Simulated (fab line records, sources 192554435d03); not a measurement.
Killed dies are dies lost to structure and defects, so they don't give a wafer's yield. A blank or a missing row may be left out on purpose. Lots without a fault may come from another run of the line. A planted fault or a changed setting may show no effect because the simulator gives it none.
Which tool did it? | flow n5_finfet | 10 lots, 30 wafers sampled, at 5 steps of a route of 1938

WHAT THE GAUGES READ, wafer by wafer
N5_BEOL_M4_RC_MEAS_101.
lot  | measured     | on        | DIBL_N (mV/V)
L750 | day 8 18:48  | prober-01 | 35.3 35.4 34.2
L751 | day 8 21:08  | prober-02 | 35.0 36.4 38.2
L753 | day 9 00:10  | prober-01 | 37.8 35.7 36.8
L755 | day 9 20:37  | prober-01 | 35.3 36.1 36.7
L760 | day 11 16:56 | prober-01 | 35.5 35.8 34.5
L762 | day 11 13:34 | prober-01 | 36.8 36.0 35.6
L764 | day 11 22:47 | prober-01 | 34.9 36.1 35.9
L766 | day 12 10:29 | prober-01 | 34.1 35.0 35.4
L767 | day 12 20:58 | prober-02 | 36.2 36.3 35.9
L768 | day 13 05:38 | prober-01 | 36.0 34.7 37.8

WHICH TOOL RAN EACH LOT (tool, then ch and the chambers of the sampled wafers, then the start)
lot  | N5_FIN_CUT_PRECLEAN_35            | N5_FIN_CUT_CUT_ETCH_15          | N5_STI_FIN_REVEAL_ALD_14         | N5_STI_FIN_REVEAL_CMP_04
L750 | vapor_etch-01 ch 0,1, day 2 15:49 | rie_si-02 ch 1,2, day 2 15:53   | ald_sin-03 ch 0,2, day 2 16:16   | cmp-03 ch 1,2,3, day 2 21:57
L751 | vapor_etch-01 ch 0,1, day 2 21:49 | rie_si-01 ch 0,1,2, day 2 21:54 | ald_sin-01 ch 1,2,3, day 2 22:31 | cmp-03 ch 0,1, day 3 04:10
L753 | vapor_etch-02 ch 1, day 3 09:08   | rie_si-02 ch 0,1,3, day 3 09:13 | ald_sin-01 ch 1,2,3, day 3 10:25 | cmp-02 ch 0,1, day 3 15:29
L755 | vapor_etch-01 ch 0,1, day 3 21:34 | rie_si-02 ch 0,1, day 3 21:38   | ald_sin-01 ch 1,2, day 3 22:01   | cmp-03 ch 1,2,3, day 4 03:39
L760 | vapor_etch-01 ch 0,1, day 5 10:21 | rie_si-02 ch 1,2,3, day 5 10:26 | ald_sin-03 ch 0,1,2, day 5 10:48 | cmp-03 ch 0,1,3, day 5 16:38
L762 | vapor_etch-01 ch 0,1, day 5 17:19 | rie_si-02 ch 0,3, day 5 17:23   | ald_sin-03 ch 0,1,2, day 5 18:07 | cmp-03 ch 0,1, day 5 23:11
L764 | vapor_etch-01 ch 0,1, day 6 03:48 | rie_si-02 ch 1,3, day 6 03:53   | ald_sin-01 ch 0,1,2, day 6 04:34 | cmp-03 ch 1,2,3, day 6 09:41
L766 | vapor_etch-02 ch 0,1, day 6 14:41 | rie_si-02 ch 0,1, day 6 14:46   | ald_sin-01 ch 0,1,3, day 6 15:51 | cmp-03 ch 0,1,2, day 6 21:14
L767 | vapor_etch-02 ch 0,1, day 6 21:13 | rie_si-01 ch 1,2,3, day 6 21:18 | ald_sin-01 ch 1,2, day 6 23:05   | cmp-03 ch 0,1,3, day 7 04:13
L768 | vapor_etch-02 ch 0,1, day 7 05:52 | rie_si-03 ch 1,2, day 7 05:57   | ald_sin-03 ch 1,2,3, day 7 08:11 | cmp-02 ch 1,2,3, day 7 13:22
- N5_FIN_CUT_PRECLEAN_35: cleans in vHF, time 13.3 s.
- N5_FIN_CUT_CUT_ETCH_15: etches Si in HBr/Cl2/O2, target depth 100 nm, bt time 10 s, time 42.4 s.
- N5_STI_FIN_REVEAL_ALD_14: deposits Si3N4, target thk 3 nm.
- N5_STI_FIN_REVEAL_CMP_04: polishes, stops on Si3N4, t overpolish 4 s, target thk 131.83 nm.

THE ANSWER, worked out from the rows above alone
Rule: what is usual is taken from the lots themselves. Put in order of their means at a reading, lots are off if they are a third of the lots or fewer, leave a main group of 4 or more, and stand apart from it by a gap of 3 or more times the standard deviation of the main group's means; of several such gaps the widest counts. A main group whose means are all the same, to the digits that the tables above print for the reading, isn't used. A lot without any number at a reading at which 4 lots or more have one is off too. The other lots that the step has rows for count as sound.
No lot is off at any reading shown: from this, nothing can be told.

WHAT THE SIMULATOR HAD PUT IN
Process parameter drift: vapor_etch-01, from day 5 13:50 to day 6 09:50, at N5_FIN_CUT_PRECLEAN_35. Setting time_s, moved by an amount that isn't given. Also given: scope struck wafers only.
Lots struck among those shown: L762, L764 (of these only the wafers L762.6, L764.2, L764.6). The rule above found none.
